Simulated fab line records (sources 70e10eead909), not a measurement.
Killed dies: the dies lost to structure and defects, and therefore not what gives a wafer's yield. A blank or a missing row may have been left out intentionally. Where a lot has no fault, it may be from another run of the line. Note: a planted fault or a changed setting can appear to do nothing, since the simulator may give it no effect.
Check for tools in common -- flow nandHarc -- 14 lots and 42 wafers in the sample

== REASON IT WAS OPENED ==
At NHARC_END_SORT_01 the reading killedAtPeriphery is flagged on 2 of 14 lots. Wafers without a fault read 3.7, standard deviation 2.5.
Rule: a lot gets a flag if all its wafers with a number sit over 4 standard deviations from that mean, or if no wafer of it has a number. The rest of the lots are taken to be sound.

lot,measured,on,"killedAtPeriphery, wafer by wafer",flag
L834,day 24 09:13,prober-01,1 0 3,
L832,day 24 23:42,prober-02,1 2 1,
L836,day 26 00:51,prober-01,1 2 1,
L838,day 26 02:19,prober-02,3 0 5,
L835,day 26 09:13,prober-02,4 4 7,
L837,day 26 20:16,prober-01,6 7 5,
L839,day 27 10:53,prober-02,6 4 2,
L840,day 28 04:38,prober-02,4 3 1,
L841,day 28 06:11,prober-01,6 2 1,
L842,day 28 14:04,prober-01,2 2 1,
L843,day 29 01:17,prober-02,8 2 5,
L845,day 29 19:11,prober-02,48 92 102,FLAGGED
L846,day 30 02:55,prober-02,2 1 2,
L848,day 30 15:24,prober-02,52 99 107,FLAGGED
On average the flagged lots' numbers are 83.3, which is +79.6 against the usual, or +32 standard deviations.

== WHICH TOOL EACH LOT WENT THROUGH ==
The record holds 3 process steps before the reading, out of a route of 1302 steps. Every cell lists first the tool, next ch and the chambers used by the sampled wafers, and last the start.
lot,flag,NHARC_P_M2_PVD_20,NHARC_THIN_TSV_PVD_19,NHARC_THIN_TSV_DEGAS_53
L834,,"pvdSputter-02, day 7 05:48","pvdSputter-01, day 23 21:28 or earlier","pvdSputter-03, day 23 21:28"
L832,,"pvdSputter-03, day 7 01:10","pvdSputter-02, day 24 11:52 or earlier","pvdSputter-02, day 24 11:52"
L836,,"pvdSputter-02, day 8 02:07","pvdSputter-02, day 25 14:36 or earlier","pvdSputter-02, day 25 14:36"
L838,,"pvdSputter-01, day 8 21:29","pvdSputter-03, day 25 17:02 or earlier","pvdSputter-02, day 25 17:02"
L835,,"pvdSputter-01, day 7 12:41","pvdSputter-02, day 25 15:40 or earlier","pvdSputter-02, day 25 15:40"
L837,,"pvdSputter-03, day 8 20:41","pvdSputter-02, day 26 09:52 or earlier","pvdSputter-03, day 26 09:52"
L839,,"pvdSputter-03, day 9 15:15","pvdSputter-03, day 26 23:52 or earlier","pvdSputter-02, day 26 23:52"
L840,,"pvdSputter-02, day 9 15:32","pvdSputter-03, day 27 19:07 or earlier","pvdSputter-03, day 27 19:07"
L841,,"pvdSputter-03, day 10 03:47","pvdSputter-03, day 27 18:19 or earlier","pvdSputter-03, day 27 18:19"
L842,,"pvdSputter-02, day 10 19:02","pvdSputter-03, day 27 22:10 or earlier","pvdSputter-01, day 27 22:10"
L843,,"pvdSputter-02, day 11 02:55","pvdSputter-03, day 28 12:38 or earlier","pvdSputter-03, day 28 12:38"
L845,FLAGGED,"pvdSputter-02, day 12 10:23","pvdSputter-03, day 29 10:41 or earlier","pvdSputter-01, day 29 10:41"
L846,,"pvdSputter-03, day 12 11:22","pvdSputter-02, day 29 09:23 or earlier","pvdSputter-01, day 29 09:23"
L848,FLAGGED,"pvdSputter-02, day 13 06:45","pvdSputter-01, day 30 04:55 or earlier","pvdSputter-02, day 30 04:55"
These steps, and what they do:
- NHARC_P_M2_PVD_20: deposits TaN, target thk 5 nm, time 8.06 s.
- NHARC_THIN_TSV_PVD_19: deposits TaN, target thk 20 nm.
- NHARC_THIN_TSV_DEGAS_53: time 60 s.
- NHARC_END_SORT_01

== FLAGGED AGAINST TOTAL, ONE TOOL AT A TIME (gauges that did the reading follow at the end) ==
step,tool,lots run,flagged,share of the flagged lots,sound lots run after its first flagged lot
NHARC_P_M2_PVD_20,pvdSputter-01,2,0,none,-
NHARC_P_M2_PVD_20,pvdSputter-02,7,2,all,0
NHARC_P_M2_PVD_20,pvdSputter-03,5,0,none,-
NHARC_THIN_TSV_PVD_19,pvdSputter-01,2,1,some,0
NHARC_THIN_TSV_PVD_19,pvdSputter-02,5,0,none,-
NHARC_THIN_TSV_PVD_19,pvdSputter-03,7,1,some,0
NHARC_THIN_TSV_DEGAS_53,pvdSputter-01,3,1,some,0
NHARC_THIN_TSV_DEGAS_53,pvdSputter-02,6,1,some,0
NHARC_THIN_TSV_DEGAS_53,pvdSputter-03,5,0,none,-
NHARC_END_SORT_01,prober-01,5,0,none,-
NHARC_END_SORT_01,prober-02,9,2,all,1 (L846)
NHARC_THIN_TSV_PVD_19 gives no start for some lots, so the hours and the order of its lots are those of NHARC_THIN_TSV_DEGAS_53.

== WHAT THE TABLE PERMITS ==
2 rows of the table ran every flagged lot: pvdSputter-02 at NHARC_P_M2_PVD_20, prober-02 at NHARC_END_SORT_01.
- pvdSputter-02 at NHARC_P_M2_PVD_20: 2 of its 7 lots flagged. It ran its last sound lot, L843, at day 11 02:55 and its first flagged lot, L845, at day 12 10:23: a fault with its onset between the two fits.
- prober-02 at NHARC_END_SORT_01: 2 of its 9 lots flagged. After the first flagged lot (L846), sound lots still ran on it; a lasting fault on the whole tool would not permit that.
pvdSputter-02 at NHARC_P_M2_PVD_20 is the single tool remaining.

== WHAT THE SIMULATOR HAD INSERTED ==
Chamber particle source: pvdSputter-02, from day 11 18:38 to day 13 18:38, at NHARC_P_M2_PVD_20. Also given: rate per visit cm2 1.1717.
Struck lots among those shown: L845, L848. Same finding as the rule above.
